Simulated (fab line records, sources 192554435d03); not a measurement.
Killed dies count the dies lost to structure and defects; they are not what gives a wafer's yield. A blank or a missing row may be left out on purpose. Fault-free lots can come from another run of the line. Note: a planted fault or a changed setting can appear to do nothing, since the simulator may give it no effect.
Chamber matching | flow n5Finfet | N5_GATE_CUT_STRIP_59 on rieDiel-03 has 4 sister chambers
The step strips in N2/H2, time 20 s. 4 wafers are shown with their chamber, then 8 later ones without.

== WAFERS PAIRED WITH THEIR CHAMBERS ==
wafer  | chamber | showerheadPlenumPTorr (Torr)
L079.4 | 0       | 3.25
L082.1 | 2       | 3.34
L082.3 | 3       | 3.48
L085.1 | 1       | 3.45

== WAFERS WITHOUT THEIR CHAMBER ==
wafer  | showerheadPlenumPTorr (Torr)
L085.3 | 3.47
L085.6 | 3.45
L087.1 | 3.24
L087.2 | 3.47
L087.5 | 3.33
L094.1 | 3.44
L094.4 | 3.23
L094.5 | 3.44

== WHICH CHAMBER EACH ONE RAN IN ==
wafer  | from the rows above     | in truth
L085.3 | can't be placed: 3 or 1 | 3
L085.6 | 1                       | 1
L087.1 | 0                       | 0
L087.2 | can't be placed: 3 or 1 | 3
L087.5 | 2                       | 2
L094.1 | 1                       | 1
L094.4 | 0                       | 0
L094.5 | 1                       | 1
Correct placement for 6 of the 8. Not placeable from these rows: 2 (in 2, the candidates include the true chamber). 0 placed wrongly.
How it was worked out, from the rows above alone: a wafer's distance from a chamber is the root of the sum, over the readings, of the square of ((its reading less the chamber's mean) divided by the reading's scatter). The wafer belongs to the nearest chamber; if the next one is less than 2 further off, it can't be placed. For every chamber, the mean is computed from those of its wafers that are shown. The scatter: root of mean squared gap, hidden wafer to nearest shown wafer, with one shown wafer a chamber.
